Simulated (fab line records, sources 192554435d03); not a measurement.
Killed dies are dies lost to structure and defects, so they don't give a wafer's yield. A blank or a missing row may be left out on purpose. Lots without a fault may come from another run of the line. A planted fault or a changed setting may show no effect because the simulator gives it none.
fab line records | flow n5_finfet
record lots=24 wafers=72 last_day=20
route steps=1938 shown HKMG_FIN@464 GATE_CUT@497 MOL_CONTACT_COAG@527
lots that met no fault: from a run of the same line without faults
start_h: hours from the record's first day to the start of the lot's first wafer shown | wait_h: hours since the lot's step before | " the same as in the row above | L1.1+2: a row that stands for several wafers | - no value, or no start given | * or withheld: withheld | < > ~ a bound
route shown NAME@n: a module of which the file shows steps, and the number in the route of the first | usual: mean/standard deviation of fault-free wafers | same: alike in all rows | chamber/n: place in a boat | sites: the reading at each site | _std_site: their standard deviation | _edge_site: outer sites' mean less inner sites' | radius_mm: how far each site lies from the wafer's centre | mask NAME#n: copy n | behind: the tool/chamber that last shaped the wafer | hold: why the lot was held/for how many hours/how that ended | device: the transistor (n, p or np) that didn't switch | end of line: the same wafers' tests at the end of the route | a step without rows: its recipe alone | killed: dies lost to structure and defects at the first sort, not the wafer's yield | map: a wafer's dies, x killed, . not, _ none there
set.NAME: the setting as run; set.NAME@STEP: as run at that earlier step | model.NAME: the simulator's own value behind a step, which no gauge read
steps of the route over a sample of lots; a table a step, a row a wafer
services: from which hour (start_h, from the record's first day; less than 0 if before it) a tool's chamber was out of use, for how many hours, and why
## steps
# step N5_HKMG_FIN_INSPECT_28
# recipe inspect_instrument=darkfield mode=post_cmp
# usual raw_defect_count=37/18
# columns lot.wafer tool chamber start_h wait_h raw_defect_count
L074.2 defect_inspect-01 - 80.89 0.0 24
L074.3 " - " " 28
L074.5 " - " " 25
L075.1 defect_inspect-01 - 89.47 0.0 51
L075.5 " - " " 95
L075.6 " - " " 78
L076.2 defect_inspect-02 - 93.79 0.0 36
L076.3 " - " " 65
L076.5 " - " " 56
L077.4 defect_inspect-01 - 98.36 0.0 15
L077.5 " - " " 42
L077.6 " - " " 29
L078.1 defect_inspect-02 - 104.71 0.0 37
L078.2 " - " " 37
L078.6 " - " " 30
L079.3 defect_inspect-02 - 111.55 0.0 27
L079.5 " - " " 37
L079.6 " - " " 20
L080.3 defect_inspect-02 - 119.16 0.0 59
L080.4 " - " " 39
L080.6 " - " " 56
L081.2 defect_inspect-02 - 124.50 0.0 53
L081.5 " - " " 75
L081.6 " - " " 21
L082.2 defect_inspect-01 - 128.47 0.0 27
L082.4 " - " " 14
L082.5 " - " " 37
L083.2 defect_inspect-02 - 136.76 0.0 28
L083.5 " - " " 62
L083.6 " - " " 34
L084.1 defect_inspect-01 - 140.81 0.0 42
L084.3 " - " " 26
L084.4 " - " " 19
L085.1 defect_inspect-01 - 144.42 0.0 33
L085.2 " - " " 42
L085.5 " - " " 48
L086.2 defect_inspect-02 - 153.95 0.0 32
L086.4 " - " " 17
L086.6 " - " " 16
L087.2 defect_inspect-01 - 160.20 0.0 51
L087.5 " - " " 32
L087.6 " - " " 35
L088.1 defect_inspect-01 - 163.03 0.0 47
L088.2 " - " " 17
L088.4 " - " " 26
L089.1 defect_inspect-01 - 170.17 0.0 36
L089.2 " - " " 29
L089.6 " - " " 13
L090.2 defect_inspect-01 - 179.60 0.0 37
L090.4 " - " " 37
L090.6 " - " " 45
L091.2 defect_inspect-01 - 182.94 0.0 26
L091.4 " - " " 21
L091.6 " - " " 18
L092.3 defect_inspect-02 - 187.48 0.0 57
L092.4 " - " " 81
L092.5 " - " " 72
L093.1 defect_inspect-02 - 196.25 0.0 47
L093.2 " - " " 23
L093.5 " - " " 25
L094.2 defect_inspect-01 - 204.10 0.0 30
L094.3 " - " " 45
L094.5 " - " " 92
L095.1 defect_inspect-02 - 206.94 0.0 26
L095.4 " - " " 25
L095.5 " - " " 19
L096.1 defect_inspect-02 - 212.39 0.0 52
L096.4 " - " " 26
L096.6 " - " " 57
L097.1 defect_inspect-02 - 222.06 0.0 21
L097.4 " - " " 20
L097.6 " - " " 17
# step N5_GATE_CUT_STRIP_41
# recipe chemistry=CF4 resist=SiARC power_w=300 bias_power_w=75 pressure_mtorr=50 cf4_flow_sccm=150 rf_frequency_hz=6e+07
# usual drypump_motor_current_A=5.4/0.46 oes_product_au=0.173/0.01 rf_vpp_V=271.9/1.4 showerhead_plenum_p_Torr=1.83/0.047 throttle_valve_pct=13.64/0.2
# columns lot.wafer tool chamber start_h wait_h drypump_motor_current_A oes_product_au rf_hours_counter_h rf_vpp_V showerhead_plenum_p_Torr throttle_valve_pct
L074.2 rie_diel-04 2 84.97 0.0 5.5 0.177 160 271.4 1.79 13.61
L074.3 " 3 " " 5.7 0.189 110 271.8 1.81 13.42
L074.5 " 0 " " 6.1 0.166 - 272.3 1.84 13.89
L075.1 rie_diel-04 3 93.55 0.0 5.6 0.182 112 270.4 1.81 13.40
L075.5 " 1 " " 6.1 0.162 - 266.2 1.71 13.70
L075.6 " 0 " " 6.1 0.166 - 272.8 1.84 13.90
L076.2 rie_diel-01 3 98.94 0.0 4.6 0.176 144 274.3 1.87 13.45
L076.3 " 0 " " 5.5 0.187 125 272.5 1.88 13.38
L076.5 " 2 " " 5.0 0.181 - 271.1 1.81 13.68
L077.4 rie_diel-01 1 102.42 0.0 5.7 0.163 206 271.9 1.85 13.88
L077.5 " 1 " " 5.7 0.169 - 272.1 1.85 13.88
L077.6 " 2 " " 5.0 0.182 - 272.1 1.81 13.68
L078.1 rie_diel-01 3 108.83 0.0 4.6 0.171 146 273.0 1.87 13.44
L078.2 " 1 " " 5.8 0.164 208 272.5 1.85 13.89
L078.6 " 1 " " 5.8 0.165 - 271.3 1.85 13.90
L079.3 rie_diel-04 0 115.60 0.0 6.1 0.165 227 272.9 1.84 13.91
L079.5 " 1 " " 6.1 0.157 - 268.2 1.71 13.72
L079.6 " 2 " " 5.5 0.173 - 271.8 1.78 13.65
L080.3 rie_diel-01 0 123.45 0.0 5.5 0.172 128 273.7 1.88 13.40
L080.4 " 3 " " 4.6 0.172 154 272.6 1.87 13.46
L080.6 " 3 " " 4.6 0.175 - 272.1 1.87 13.47
L081.2 rie_diel-02 1 128.61 0.0 5.1 0.183 133 274.7 1.87 13.35
L081.5 " 3 " " 5.5 0.194 - 272.6 1.89 13.31
L081.6 " 2 " " 4.8 0.198 - 273.1 1.89 13.81
L082.2 rie_diel-04 3 132.56 0.0 5.7 0.179 122 271.0 1.80 13.44
L082.4 " 1 " " 6.0 0.160 219 269.0 1.71 13.72
L082.5 " 0 " " 6.1 0.161 - 273.0 1.84 13.92
L083.2 rie_diel-04 0 140.86 0.0 6.1 0.161 234 273.1 1.84 13.92
L083.5 " 3 " " 5.7 0.176 - 270.6 1.80 13.44
L083.6 " 2 " " 5.5 0.175 - 272.1 1.78 13.67
L084.1 rie_diel-01 3 144.75 0.0 4.7 0.177 160 272.5 1.86 13.49
L084.3 " 2 " " 5.0 0.172 144 270.8 1.80 13.74
L084.4 " 0 " " 5.5 0.178 135 272.1 1.88 13.42
L085.1 rie_diel-01 0 148.49 0.0 5.5 0.176 136 272.8 1.88 13.43
L085.2 " 3 " " 4.7 0.179 161 272.8 1.86 13.48
L085.5 " 0 " " 5.5 0.173 - 272.7 1.88 13.42
L086.2 rie_diel-04 0 158.22 0.0 6.1 0.163 239 270.4 1.84 13.94
L086.4 " 1 " " 6.1 0.161 227 268.5 1.71 13.76
L086.6 " 0 " " 6.1 0.167 - 272.8 1.84 13.93
L087.2 rie_diel-01 1 164.13 0.0 5.8 0.163 226 271.5 1.85 13.93
L087.5 " 0 " " 5.5 0.167 - 272.9 1.88 13.43
L087.6 " 1 " " 5.7 0.163 - 269.8 1.85 13.93
L088.1 rie_diel-02 2 166.95 0.0 4.8 0.196 68 272.3 1.89 13.84
L088.2 " 0 " " 5.0 0.159 191 270.9 1.85 13.74
L088.4 " 2 " " 4.8 0.200 - 274.4 1.88 13.83
L089.1 rie_diel-01 1 174.45 0.0 5.7 0.165 230 272.7 1.85 13.95
L089.2 " 2 " " 5.0 0.178 151 270.9 1.80 13.74
L089.6 " 0 " " 5.4 0.181 - 272.1 1.87 13.45
L090.2 rie_diel-01 2 184.10 0.0 5.0 0.164 153 272.2 1.80 13.75
L090.4 " 3 " " 4.6 0.170 171 272.7 1.86 13.51
L090.6 " 0 " " 5.5 0.172 - 272.4 1.87 13.46
L091.2 rie_diel-01 0 187.21 0.0 5.5 0.175 148 273.4 1.87 13.43
L091.4 " 2 " " 5.0 0.177 155 269.8 1.80 13.73
L091.6 " 3 " " 4.7 0.177 - 272.7 1.86 13.50
L092.3 rie_diel-02 1 192.96 0.0 5.0 0.176 154 272.7 1.86 13.41
L092.4 " 0 " " 5.1 0.160 201 272.4 1.85 13.77
L092.5 " 0 " " 5.1 0.160 - 273.0 1.85 13.77
L093.1 rie_diel-02 2 200.18 0.0 4.8 0.197 79 273.7 1.88 13.87
L093.2 " 3 " " 5.5 0.189 84 272.5 1.88 13.33
L093.5 " 0 " " 5.0 0.161 - 271.5 1.84 13.79
L094.2 rie_diel-04 2 208.17 0.0 5.5 0.160 203 271.7 1.77 13.72
L094.3 " 1 " " 6.1 0.159 241 268.4 1.70 13.78
L094.5 " 1 " " 6.1 0.156 - 269.6 1.70 13.78
L095.1 rie_diel-01 0 211.99 0.0 5.5 0.176 154 271.4 1.87 13.46
L095.4 " 2 " " 4.9 0.175 161 270.9 1.80 13.75
L095.5 " 3 " " 4.6 0.170 - 273.6 1.86 13.52
L096.1 rie_diel-02 0 218.41 0.0 5.1 0.156 209 271.6 1.84 13.77
L096.4 " 2 " " 4.8 0.190 85 273.2 1.88 13.86
L096.6 " 0 " " 5.0 0.160 - 272.6 1.84 13.78
L097.1 rie_diel-01 1 226.93 0.0 5.8 0.167 244 272.6 1.84 13.96
L097.4 " 3 " " 4.6 0.169 183 272.1 1.86 13.53
L097.6 " 2 " " 5.0 0.171 - 270.7 1.80 13.76
# step N5_GATE_CUT_ETCH_47
# recipe chemistry=Cl2/BCl3 target=SiO2 target_depth_a=100 pressure_mtorr=10 icp_w=1000 bias_w=126 Cl2_flow_sccm=53.25 bcl3_flow_sccm=21.75 Ar_flow_sccm=25
# usual drypump_motor_current_A=5.4/0.46 oes_product_au=0.76/0.11 throttle_valve_pct=22.70/0.13
# columns lot.wafer tool chamber start_h wait_h drypump_motor_current_A oes_product_au rf_hours_counter_h throttle_valve_pct
L074.2 rie_metal-01 1 85.29 0.0 5.0 0.61 121 22.87
L074.3 " 0 " " 5.0 0.89 - 22.61
L074.5 " 0 " " 5.0 0.89 - 22.63
L075.1 rie_metal-03 0 93.86 0.0 5.9 0.64 106 22.73
L075.5 " 1 " " 5.4 0.83 - 22.87
L075.6 " 0 " " 5.9 0.64 - 22.73
L076.2 rie_metal-03 1 99.26 0.0 5.4 0.83 27 22.89
L076.3 " 0 " " 6.0 0.62 - 22.72
L076.5 " 1 " " 5.4 0.83 - 22.88
L077.4 rie_metal-01 0 102.92 0.1 5.0 0.87 - 22.63
L077.5 " 0 " " 5.0 0.89 - 22.62
L077.6 " 0 " " 5.0 0.88 - 22.61
L078.1 rie_metal-02 1 109.15 0.0 5.0 0.67 92 22.52
L078.2 " 0 " " 6.1 0.87 16 22.73
L078.6 " 1 " " 5.0 0.67 - 22.53
L079.3 rie_metal-02 0 115.93 0.0 6.0 0.87 - 22.72
L079.5 " 1 " " 5.0 0.67 - 22.54
L079.6 " 0 " " 6.0 0.87 - 22.71
L080.3 rie_metal-01 1 123.78 0.0 5.0 0.61 - 22.87
L080.4 " 0 " " 5.0 0.87 - 22.61
L080.6 " 1 " " 5.0 0.61 - 22.88
L081.2 rie_metal-02 1 128.92 0.0 5.0 0.67 94 22.50
L081.5 " 1 " " 5.0 0.67 - 22.51
L081.6 " 0 " " 6.0 0.87 - 22.74
L082.2 rie_metal-03 1 132.88 0.0 5.4 0.82 31 22.87
L082.4 " 0 " " 5.9 0.63 - 22.74
L082.5 " 0 " " 5.9 0.63 - 22.75
L083.2 rie_metal-02 0 141.18 0.0 6.1 0.86 19 22.73
L083.5 " 0 " " 6.0 0.87 - 22.74
L083.6 " 1 " " 5.0 0.67 - 22.51
L084.1 rie_metal-02 1 145.07 0.0 5.0 0.67 96 22.51
L084.3 " 1 " " 5.0 0.67 - 22.53
L084.4 " 0 " " 6.1 0.86 - 22.71
L085.1 rie_metal-03 0 148.82 0.0 6.0 0.62 112 22.74
L085.2 " 1 " " 5.4 0.81 32 22.90
L085.5 " 1 " " 5.4 0.80 - 22.88
L086.2 rie_metal-03 1 158.54 0.0 5.4 0.81 33 22.88
L086.4 " 0 " " 6.0 0.63 - 22.76
L086.6 " 1 " " 5.4 0.81 - 22.89
L087.2 rie_metal-01 1 164.45 0.0 5.0 0.59 126 22.90
L087.5 " 1 " " 5.0 0.60 - 22.89
L087.6 " 0 " " 5.0 0.85 - 22.63
L088.1 rie_metal-01 0 167.27 0.0 5.0 0.84 21 22.62
L088.2 " 1 " " 5.0 0.60 127 22.88
L088.4 " 0 " " 5.0 0.85 - 22.64
L089.1 rie_metal-01 0 174.77 0.0 5.0 0.85 22 22.64
L089.2 " 1 " " 5.0 0.59 128 22.88
L089.6 " 1 " " 5.0 0.60 - 22.90
L090.2 rie_metal-02 1 184.42 0.0 5.0 0.66 99 22.54
L090.4 " 0 " " 6.0 0.86 - 22.75
L090.6 " 1 " " 5.0 0.66 - 22.51
L091.2 rie_metal-02 1 187.53 0.0 5.0 0.66 100 22.54
L091.4 " 0 " " 6.1 0.85 - 22.73
L091.6 " 1 " " 5.0 0.66 - 22.54
L092.3 rie_metal-03 1 193.28 0.0 5.4 0.80 - 22.91
L092.4 " 0 " " 6.0 0.62 - 22.77
L092.5 " 1 " " 5.4 0.79 - 22.89
L093.1 rie_metal-02 1 200.50 0.0 5.0 0.66 101 22.53
L093.2 " 0 " " 6.1 0.84 24 22.74
L093.5 " 0 " " 6.1 0.84 - 22.73
L094.2 rie_metal-02 0 208.49 0.0 6.1 0.85 25 22.74
L094.3 " 0 " " 6.1 0.84 - 22.75
L094.5 " 0 " " 6.1 0.84 - 22.72
L095.1 rie_metal-02 1 212.31 0.0 5.0 0.66 102 22.53
L095.4 " 1 " " 5.0 0.65 - 22.54
L095.5 " 0 " " 6.0 0.84 - 22.74
L096.1 rie_metal-01 0 218.73 0.0 5.0 0.83 27 22.65
L096.4 " 1 " " 5.0 0.98 - 22.61
L096.6 " 0 " " 5.0 0.84 - 22.64
L097.1 rie_metal-01 0 227.25 0.0 5.0 0.83 28 22.65
L097.4 " 0 " " 5.0 0.84 - 22.66
L097.6 " 1 " " 5.0 0.95 - 22.58
# step N5_MOL_CONTACT_COAG_OVL_MEAS_09
# recipe points_per_wafer=522
# usual CA_OVL=0.0/0.6
# columns lot.wafer tool chamber start_h wait_h CA_OVL[nm]
L074.2 overlay-02 0 88.58 0.0 -0.3
L074.3 " 0 " " 0.4
L074.5 " 0 " " 0.0
L075.1 overlay-02 0 97.01 0.0 0.4
L075.5 " 0 " " 0.6
L075.6 " 0 " " 0.5
L076.2 overlay-02 0 102.54 0.0 -0.3
L076.3 " 0 " " 0.3
L076.5 " 0 " " -0.4
L077.4 overlay-01 0 106.20 0.0 0.3
L077.5 " 0 " " -0.8
L077.6 " 0 " " -0.9
L078.1 overlay-02 0 112.62 0.0 -0.7
L078.2 " 0 " " 0.4
L078.6 " 0 " " -0.1
L079.3 overlay-01 0 119.81 0.0 0.0
L079.5 " 0 " " -0.6
L079.6 " 0 " " 0.8
L080.3 overlay-01 0 126.94 0.0 0.3
L080.4 " 0 " " 0.9
L080.6 " 0 " " 0.0
L081.2 overlay-01 0 133.53 0.0 -0.3
L081.5 " 0 " " -0.2
L081.6 " 0 " " 0.9
L082.2 overlay-01 0 136.43 0.0 0.1
L082.4 " 0 " " 0.6
L082.5 " 0 " " -0.6
L083.2 overlay-01 0 144.56 0.0 0.1
L083.5 " 0 " " -0.6
L083.6 " 0 " " -0.7
L084.1 overlay-02 0 148.50 0.0 -0.7
L084.3 " 0 " " 0.4
L084.4 " 0 " " -0.8
L085.1 overlay-02 0 151.97 0.0 0.3
L085.2 " 0 " " 0.5
L085.5 " 0 " " 1.0
L086.2 overlay-02 0 161.82 0.0 0.4
L086.4 " 0 " " 1.0
L086.6 " 0 " " 0.4
L087.2 overlay-02 0 167.82 0.0 -0.5
L087.5 " 0 " " 0.2
L087.6 " 0 " " -0.2
L088.1 overlay-02 0 170.42 0.0 0.3
L088.2 " 0 " " 0.3
L088.4 " 0 " " -0.3
L089.1 overlay-02 0 178.36 0.0 -0.1
L089.2 " 0 " " 0.9
L089.6 " 0 " " -0.1
L090.2 overlay-01 0 189.02 0.0 -0.8
L090.4 " 0 " " -0.4
L090.6 " 0 " " 0.0
L091.2 overlay-01 0 191.20 0.0 -0.4
L091.4 " 0 " " 0.0
L091.6 " 0 " " -0.2
L092.3 overlay-02 0 196.43 0.0 0.2
L092.4 " 0 " " -1.0
L092.5 " 0 " " -0.2
L093.1 overlay-01 0 203.90 0.0 -0.4
L093.2 " 0 " " 0.3
L093.5 " 0 " " 0.6
L094.2 overlay-02 0 212.64 0.0 -0.6
L094.3 " 0 " " 0.2
L094.5 " 0 " " 0.1
L095.1 overlay-01 0 216.80 0.0 0.3
L095.4 " 0 " " -0.7
L095.5 " 0 " " 0.0
L096.1 overlay-02 0 224.39 0.0 0.6
L096.4 " 0 " " 0.9
L096.6 " 0 " " 1.3
L097.1 overlay-01 0 231.03 0.0 -0.3
L097.4 " 0 " " -1.2
L097.6 " 0 " " -1.4
# step N5_MOL_CONTACT_COAG_ALD_20
# recipe material=TiN target_thk_a=15 temp_c=400 ald_precursor_family=TiCl4 ald_co_reactant=NH3 pulse_time_s=1 purge_time_s=3 co_reactant_purge_time_s=2 co_reactant_pulse_time_s=2 ald_cycles=68 pressure_torr=3
# usual heater_power_w=916/51 precursor_pulse_height_rel=1.000/0.02 susceptor_temp_C=400.02/0.22
# same purge_time_s=3
# columns lot.wafer tool chamber start_h wait_h heater_power_w precursor_pulse_height_rel susceptor_temp_C
L074.2 ald_metal-01 1 89.74 0.1 904 1.010 400.11
L074.3 " 0 " " 911 0.995 399.92
L074.5 " 1 " " 913 1.001 400.12
L075.1 ald_metal-01 0 98.70 0.1 892 1.012 399.85
L075.5 " 3 " " 906 0.970 399.94
L075.6 " 2 " " 950 1.000 400.13
L076.2 ald_metal-01 0 103.64 0.1 917 1.026 399.87
L076.3 " 2 " " 922 0.990 399.62
L076.5 " 3 " " 901 0.982 399.96
L077.4 ald_metal-01 1 107.79 0.1 924 0.988 400.46
L077.5 " 2 " " 931 1.004 399.98
L077.6 " 3 " " 915 0.988 400.43
L078.1 ald_metal-03 0 114.30 0.1 907 0.997 400.18
L078.2 " 1 " " 920 0.993 400.17
L078.6 " 3 " " 909 1.016 400.14
L079.3 ald_metal-01 3 124.45 0.1 923 0.982 399.73
L079.5 " 0 " " 906 0.992 400.07
L079.6 " 3 " " 901 1.035 399.74
L080.3 ald_metal-01 0 128.11 0.1 910 1.013 400.18
L080.4 " 3 " " 912 1.028 400.06
L080.6 " 1 " " 894 1.025 400.19
L081.2 ald_metal-01 3 134.70 0.1 933 1.012 400.16
L081.5 " 1 " " 935 1.053 399.59
L081.6 " 0 " " 921 1.040 399.95
L082.2 ald_metal-01 0 137.92 0.1 887 1.004 399.68
L082.4 " 1 " " 918 1.008 400.13
L082.5 " 2 " " 954 1.020 400.08
L083.2 ald_metal-04 2 148.07 0.1 898 1.029 400.35
L083.5 " 3 " " 783 0.985 400.02
L083.6 " 2 " " 899 0.991 400.04
L084.1 ald_metal-04 0 151.03 0.1 947 1.003 399.75
L084.3 " 1 " " 1060 1.027 400.19
L084.4 " 3 " " 785 1.012 400.27
L085.1 ald_metal-04 1 154.22 0.1 1025 1.019 400.27
L085.2 " 3 " " 793 1.042 400.07
L085.5 " 3 " " 798 1.024 399.65
L086.2 ald_metal-03 2 163.16 0.1 945 1.015 400.21
L086.4 " 0 " " 922 1.043 400.28
L086.6 " 2 " " 963 1.022 400.03
L087.2 ald_metal-01 0 168.89 0.1 892 1.021 400.17
L087.5 " 3 " " 954 1.024 399.95
L087.6 " 2 " " 948 0.974 399.71
L088.1 ald_metal-04 3 173.15 0.1 779 1.014 399.92
L088.2 " 2 " " 883 0.992 400.37
L088.4 " 0 " " 959 1.012 400.03
L089.1 ald_metal-01 0 179.49 0.1 896 1.043 399.59
L089.2 " 2 " " 927 0.978 399.91
L089.6 " 3 " " 936 1.008 399.80
L090.2 ald_metal-01 3 190.11 0.1 903 0.983 399.86
L090.4 " 1 " " 922 0.993 399.52
L090.6 " 2 " " 937 1.016 400.07
L091.2 ald_metal-01 0 195.67 0.1 913 0.980 400.30
L091.4 " 3 " " 917 1.009 400.34
L091.6 " 2 " " 959 0.994 400.28
L092.3 ald_metal-01 2 197.71 0.1 927 1.022 400.20
L092.4 " 0 " " 892 0.974 400.04
L092.5 " 3 " " 917 1.009 399.98
L093.1 ald_metal-01 2 206.34 0.1 922 1.007 399.85
L093.2 " 1 " " 901 0.984 400.26
L093.5 " 1 " " 892 0.969 400.01
L094.2 ald_metal-01 1 213.92 0.1 909 1.011 399.96
L094.3 " 3 " " 920 1.005 399.59
L094.5 " 1 " " 925 1.010 400.27
L095.1 ald_metal-04 2 217.97 0.1 891 0.988 400.00
L095.4 " 0 " " 953 1.002 399.65
L095.5 " 0 " " 951 1.003 399.84
L096.1 ald_metal-03 1 225.68 0.1 917 0.961 399.80
L096.4 " 2 " " 937 1.012 400.02
L096.6 " 1 " " 923 0.984 399.84
L097.1 ald_metal-04 1 234.60 0.1 1039 1.034 400.10
L097.4 " 3 " " 791 0.988 400.38
L097.6 " 3 " " 774 0.985 400.06
# step N5_MOL_CONTACT_COAG_THK_MEAS_29
# recipe reads=SiNx_of_GATE_CUT_PECVD_57+SiNx_of_GATE_CUT_SAC_CAP_01
# usual MD_CAP_THK=17.95/0.08
# columns lot.wafer tool chamber start_h wait_h MD_CAP_THK[nm]
L074.2 film_metro-02 - 98.50 - 18.01
L074.3 " - " " 17.99
L074.5 " - " " 17.90
L075.1 film_metro-01 - 106.17 - 17.85
L075.5 " - " " 17.98
L075.6 " - " " 17.87
L076.2 film_metro-01 - 111.14 - 17.97
L076.3 " - " " 17.83
L076.5 " - " " 17.87
L077.4 film_metro-02 - 116.87 - 17.89
L077.5 " - " " 18.08
L077.6 " - " " 17.92
L078.1 film_metro-01 - 121.66 - 18.07
L078.2 " - " " 17.98
L078.6 " - " " 18.00
L079.3 film_metro-01 - 130.60 - 17.92
L079.5 " - " " 17.87
L079.6 " - " " 17.97
L080.3 film_metro-01 - 134.29 - 17.90
L080.4 " - " " 17.88
L080.6 " - " " 18.03
L081.2 film_metro-01 - 141.09 - 18.01
L081.5 " - " " 18.10
L081.6 " - " " 17.99
L082.2 film_metro-01 - 145.67 - 18.00
L082.4 " - " " 17.93
L082.5 " - " " 17.96
L083.2 film_metro-02 - 157.47 - 17.87
L083.5 " - " " 18.00
L083.6 " - " " 17.90
L084.1 film_metro-02 - 159.08 - 17.94
L084.3 " - " " 17.88
L084.4 " - " " 18.09
L085.1 film_metro-01 - 164.03 - 17.93
L085.2 " - " " 17.97
L085.5 " - " " 18.05
L086.2 film_metro-02 - 169.68 - 18.05
L086.4 " - " " 18.03
L086.6 " - " " 17.94
L087.2 film_metro-02 - 176.03 - 17.82
L087.5 " - " " 17.94
L087.6 " - " " 17.87
L088.1 film_metro-01 - 179.19 - 17.76
L088.2 " - " " 17.84
L088.4 " - " " 17.81
L089.1 film_metro-01 - 188.53 - 17.83
L089.2 " - " " 17.92
L089.6 " - " " 17.94
L090.2 film_metro-02 - 200.66 - 17.89
L090.4 " - " " 17.93
L090.6 " - " " 17.91
L091.2 film_metro-02 - 201.58 - 18.08
L091.4 " - " " 18.03
L091.6 " - " " 18.02
L092.3 film_metro-02 - 204.12 - 17.81
L092.4 " - " " 17.86
L092.5 " - " " 17.84
L093.1 film_metro-01 - 213.73 - 17.92
L093.2 " - " " 18.06
L093.5 " - " " 18.01
L094.2 film_metro-02 - 221.42 - 17.93
L094.3 " - " " 17.95
L094.5 " - " " 17.90
L095.1 film_metro-01 - 226.86 - 17.92
L095.4 " - " " 18.05
L095.5 " - " " 17.85
L096.1 film_metro-01 - 237.07 - 18.02
L096.4 " - " " 18.10
L096.6 " - " " 17.86
L097.1 film_metro-01 - 242.85 - 18.01
L097.4 " - " " 17.91
L097.6 " - " " 17.85
## services
# columns tool chamber start_h hours kind
rie_diel-04 3 87.56 2.5 repair
rie_metal-01 1 92.32 11.1 repair
rie_metal-01 - 92.95 2.8 pm
rie_diel-02 0 100.91 6.0 repair
ald_metal-01 - 112.62 1.3 repair
ald_metal-03 0 116.01 7.5 repair
ald_metal-03 - 125.78 14.6 pm
rie_diel-02 2 137.47 6.3 repair
ald_metal-04 1 151.72 - calibration
rie_metal-01 1 154.16 10.1 repair
rie_diel-02 3 164.68 12.2 repair
rie_metal-01 - 169.85 1.4 pm
rie_diel-04 1 180.16 11.0 repair
rie_diel-04 0 191.20 - clean
rie_diel-04 0 191.20 - consumable_replace:focus_ring
rie_diel-04 0 191.20 20.1 scheduled_down
rie_diel-04 0 191.20 20.1 vent_cycle
rie_diel-02 - 195.75 0.3 repair
ald_metal-03 3 197.98 31.3 repair
rie_metal-01 1 200.98 - clean
rie_metal-01 1 200.98 15.5 scheduled_down
rie_metal-01 1 200.98 15.5 vent_cycle
rie_diel-02 3 210.60 4.7 repair
ald_metal-01 1 219.37 27.9 repair
## key
fault none
